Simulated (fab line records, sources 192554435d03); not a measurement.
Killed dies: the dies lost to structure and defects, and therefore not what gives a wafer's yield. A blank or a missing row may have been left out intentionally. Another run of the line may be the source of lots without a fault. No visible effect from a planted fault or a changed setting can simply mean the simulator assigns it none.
Matching of chambers | flow n5 finfet | 4 sister chambers for N5_HKMG_FIN_ETCH_54 on rie diel-01
The step etches SiARC in CF4, target depth 45.5 nm, time 75.8 s. 18 wafers are shown with their chamber, then 9 later ones without.

## WAFERS, EACH WITH ITS CHAMBER
wafer  | chamber | throttle valve pct (%) | showerhead plenum p Torr (Torr) | oes product au (a.u.)
L074.2 | 2       | 15.99                  | 2.12                            | 0.63
L074.4 | 3       | 15.88                  | 2.15                            | 0.63
L074.5 | 2       | 15.99                  | 2.12                            | 0.62
L075.3 | 3       | 15.91                  | 2.14                            | 0.63
L075.5 | 3       | 15.89                  | 2.14                            | 0.63
L075.6 | 2       | 16.00                  | 2.11                            | 0.63
L078.3 | 0       | 15.84                  | 2.11                            | 0.56
L078.4 | 1       | 15.33                  | 2.14                            | 0.62
L078.6 | 1       | 15.34                  | 2.14                            | 0.62
L080.2 | 0       | 15.84                  | 2.11                            | 0.57
L080.4 | 2       | 16.05                  | 2.11                            | 0.63
L080.6 | 1       | 15.33                  | 2.14                            | 0.62
L083.3 | 2       | 16.04                  | 2.11                            | 0.62
L083.4 | 2       | 16.05                  | 2.11                            | 0.62
L083.5 | 3       | 15.96                  | 2.14                            | 0.62
L084.2 | 3       | 15.93                  | 2.14                            | 0.62
L084.4 | 1       | 15.37                  | 2.14                            | 0.62
L084.6 | 3       | 15.95                  | 2.14                            | 0.62

SIGNATURES (averages over the wafers above)
reading                  | chamber 0 | chamber 1 | chamber 2 | chamber 3 | scatter within a chamber
throttle valve pct       | 15.8400   | 15.3425   | 16.0200   | 15.9200   | 0.0276
showerhead plenum p Torr | 2.1100    | 2.1400    | 2.1133    | 2.1417    | 0.00393
oes product au           | 0.5650    | 0.6200    | 0.6250    | 0.6250    | 0.005
Rule: for each reading, subtract the chamber's mean from the wafer's reading, divide by that reading's scatter and square the result; add these up over the readings and take the root, which gives the wafer's distance from the chamber. The wafer belongs to the nearest chamber; if the next one is less than 2 further off, it can't be placed. The scatter: take each reading less its chamber's mean, square it, sum over the shown wafers, divide by the number of wafers less the number of chambers, and take the root.

## WAFERS WITH NO CHAMBER GIVEN
wafer  | throttle valve pct (%) | showerhead plenum p Torr (Torr) | oes product au (a.u.)
L087.1 | 16.06                  | 2.10                            | 0.61
L087.5 | 15.95                  | 2.13                            | 0.61
L087.6 | 15.37                  | 2.11                            | 0.81
L091.2 | 15.40                  | 2.10                            | 0.78
L091.3 | 15.98                  | 2.13                            | 0.61
L091.6 | 15.40                  | 2.13                            | 0.60
L095.1 | 15.42                  | 2.13                            | 0.59
L095.3 | 15.99                  | 2.13                            | 0.59
L095.4 | 15.41                  | 2.13                            | 0.59

## EACH ONE'S CHAMBER
wafer  | from the rows above          | in truth
L087.1 | 2                            | 2
L087.5 | can't be placed: 3 or 2      | 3
L087.6 | 1                            | 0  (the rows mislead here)
L091.2 | 1                            | 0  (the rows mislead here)
L091.3 | can't be placed: 3 or 2      | 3
L091.6 | 1                            | 1
L095.1 | 1                            | 1
L095.3 | can't be placed: 3 or 2 or 0 | 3
L095.4 | 1                            | 1
Placed correctly: 4 of 9. Unplaceable from these rows: 3, with the true chamber sitting among the candidates in 3. Wrongly placed: 2.
